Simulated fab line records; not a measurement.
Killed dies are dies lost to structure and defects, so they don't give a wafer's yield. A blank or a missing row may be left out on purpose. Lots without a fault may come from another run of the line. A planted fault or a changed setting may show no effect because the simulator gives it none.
A struck lot beside a sound one / flow nand-harc / 45 steps out of a route of 1302
Sound: the wafers L282.1, L282.3, L282.6. The struck wafers were L290.3, L290.5, L290.6. The cause is named last.
At each step with rows: each side's tool, then ch and its chambers, then its first start. Under that, the readings that differ: sound wafers / struck wafers / difference of the means / sigmas: that difference in standard deviations of wafers without a fault.
alike: same words and numbers on both sides, and readings whose means sit less than 2 such deviations apart. not compared: any withheld reading, any reading some wafer has no value for, any bound like >300 that may hide the same value, and any number with overlapping values for which the record gives no deviation.
A row with sigmas, a row that says differs or no value, or rows on one side alone: a step with any of these is where the two part. Numbers that don't overlap but have no deviation are shown without sigmas and don't part them. A reading that every wafer of one side lacks parts them only if that side has two wafers or more.

NHARC_P_GATE_ETCH_104: etches the open film in CF4/CHF3, target depth 60 nm.
  sound on rie-diel-06 ch 0,3, day 9 17:48; struck on rie-diel-09 ch 0,1,3, day 13 04:10
  alike: drypump-motor-current-A, oes-product-au, rf-vpp-V, showerhead-plenum-p-Torr, throttle-valve-pct
then, 4 steps without rows for these wafers: NHARC_P_GATE_HM_OPEN_105 (chemistry O2/COS, target depth 360 nm); NHARC_P_GATE_STRIP_106 (strips in O2/COS); NHARC_P_GATE_ETCH_114 (etches the open film in CF4/O2, target depth 30 nm, overetch 3 nm, time 16.5 s); NHARC_P_GATE_ETCH_32 (etches the open film in HBr/Cl2, target depth 150 nm, time 100.1 s).
NHARC_P_GATE_STRIP_108: strips in O2.
  sound on rie-diel-09 ch 1,2,3, day 9 18:22; struck on rie-diel-07 ch 0,1,2, day 13 04:45
  alike: chamber-pressure-mTorr, drypump-motor-current-A, oes-product-au, rf-vpp-V, showerhead-plenum-p-Torr, throttle-valve-pct
  not compared: rf-hours-counter-h
NHARC_P_GATE_CD_MEAS_33:
  sound: cd-sem-03 at day 9 18:31; struck: cd-sem-01 at day 13 04:53
  alike: cd-nm
then, 5 steps without rows for these wafers: NHARC_P_GATE_STRIP_35 (strips in SPM, time 600 s); NHARC_P_GATE_PRECLEAN_73 (cleans in SC1); NHARC_P_GATE_SRD_74; NHARC_P_GATE_ALD_36 (deposits SiNx, target thk 20 nm, pulse time 60 s, ald cycles 223); NHARC_P_GATE_ETCHBACK_37 (etches the open film in CHF3/O2, target depth 34.5 nm, time 17.2 s).
NHARC_P_GATE_STRIP_101: strips in O2, time 20 s.
  sound on rie-diel-06 ch 1,2,3, day 10 04:35; struck on rie-diel-06 ch 0,3, day 13 17:02
  no value came back on the struck wafers for any of 7 readings (bias-w (W), chamber-pressure-mTorr (mTorr) and others); on the sound wafers bias-w (W) reads 0 0 0
  not compared: rf-hours-counter-h
then, 12 steps without rows for these wafers: NHARC_P_GATE_PRECLEAN_97 (cleans in SPM, time 600 s); NHARC_P_GATE_SRD_98; NHARC_P_GATE_PRECLEAN_99 (cleans in SC1); NHARC_P_GATE_SRD_100; NHARC_P_GATE_DEHYDRATE_38 (time 120 s); NHARC_P_GATE_HMDS_39 (time 30 s); NHARC_P_GATE_COAT_40; NHARC_P_GATE_SOFTBAKE_41 (time 95 s); NHARC_P_GATE_EBR_42; NHARC_P_GATE_EXPOSE_43 (exposes mask P NSD, target cd 720 nm); NHARC_P_GATE_PEB_44 (peb time 85 s); NHARC_P_GATE_DEVELOP_45 (time 70 s).
NHARC_P_GATE_CD_MEAS_46: target cd 720 nm.
  sound on cd-sem-01 ch 0, day 10 05:37; struck on cd-sem-03 ch 0, day 13 17:58
  alike: cd-nm
then, 1 step without rows for these wafers: NHARC_P_GATE_HARDBAKE_47 (time 80 s).
NHARC_P_GATE_DESCUM_48: chemistry O2, time 3 s.
  sound on rie-diel-07 ch 1,3, day 10 05:47; struck on rie-diel-09 ch 0,3, day 13 18:08
  alike: drypump-motor-current-A, oes-product-au, rf-vpp-V, showerhead-plenum-p-Torr, throttle-valve-pct
  not compared: rf-hours-counter-h
next, for these wafers, 1 step has no rows: NHARC_P_GATE_IMPLANT_49.
NHARC_P_GATE_STRIP_111: strips in N2/H2, time 250 s.
  sound on plasma-asher-02 ch 0,1, day 10 06:11; struck on plasma-asher-02 ch 0,1, day 13 18:35
  alike: drypump-motor-current-A, heater-power-w
  not compared: rf-hours-counter-h
NHARC_P_GATE_STRIP_75: strips in O2.
  sound on plasma-asher-02 ch 0,1, day 10 06:27; struck on plasma-asher-02 ch 0,1, day 13 18:49
  alike: drypump-motor-current-A, heater-power-w
  not compared: rf-hours-counter-h
then, 9 steps without rows for these wafers: NHARC_P_GATE_STRIP_50 (strips in SPM, time 900 s); NHARC_P_GATE_DEHYDRATE_51 (time 120 s); NHARC_P_GATE_HMDS_52 (time 30 s); NHARC_P_GATE_COAT_53; NHARC_P_GATE_SOFTBAKE_54 (time 95 s); NHARC_P_GATE_EBR_55; NHARC_P_GATE_EXPOSE_56 (exposes mask P PSD, target cd 720 nm); NHARC_P_GATE_PEB_57 (peb time 85 s); NHARC_P_GATE_DEVELOP_58 (time 70 s).
NHARC_P_GATE_CD_MEAS_59: target cd 720 nm.
  sound on cd-sem-02 ch 0, day 10 07:19; struck on cd-sem-02 ch 0, day 13 19:35
  alike: cd-nm
then, 1 step without rows for these wafers: NHARC_P_GATE_HARDBAKE_60 (time 80 s).
-- record jumps: 17 days separate the struck wafers' starts on either side; left off in module P_GATE, taken up again in module A_BLC, whose first shown step is the route's number 1120 --
NHARC_A_BLC_DESCUM_15: chemistry O2, time 3 s.
  sound on rie-diel-05 ch 0,2,3, day 26 23:50; struck on rie-diel-02 ch 1,2, day 30 14:27
reading=model.A_BLC.cd-nm (nm); sound=99.34 99.23 98.68; struck=102.4 101.9 101.7; difference=+2.9; sigmas=
  alike: drypump-motor-current-A, oes-product-au, rf-vpp-V, showerhead-plenum-p-Torr, throttle-valve-pct
  not compared: rf-hours-counter-h
NHARC_A_BLC_ETCH_17: etches the open film in N2/H2, target depth 390 nm, time 609.38 s.
  sound on rie-diel-05 ch 0,3; struck on rie-diel-02 ch 0,3
reading=model.A_BLC.cd-nm (nm); sound=99.32 98.56 99.14; struck=101.5 102 100.5; difference=+2.3; sigmas=
  alike: drypump-motor-current-A, oes-product-au, rf-vpp-V, showerhead-plenum-p-Torr, throttle-valve-pct
  not compared: rf-hours-counter-h
next, for these wafers, 1 step has no rows: NHARC_END_SORT_01.

WHERE THEY PART
At NHARC_P_GATE_STRIP_101 and nowhere else, as far as this record goes. Later steps at which nothing parts them and some readings are alike: NHARC_P_GATE_CD_MEAS_46, NHARC_P_GATE_DESCUM_48, NHARC_P_GATE_STRIP_111, NHARC_P_GATE_STRIP_75, NHARC_P_GATE_CD_MEAS_59, NHARC_A_BLC_DESCUM_15, NHARC_A_BLC_ETCH_17.

WHY: what the simulator had put in
Entire step skipped (rie-diel-06, NHARC_P_GATE_STRIP_101), from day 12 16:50 onward. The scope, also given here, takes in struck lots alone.
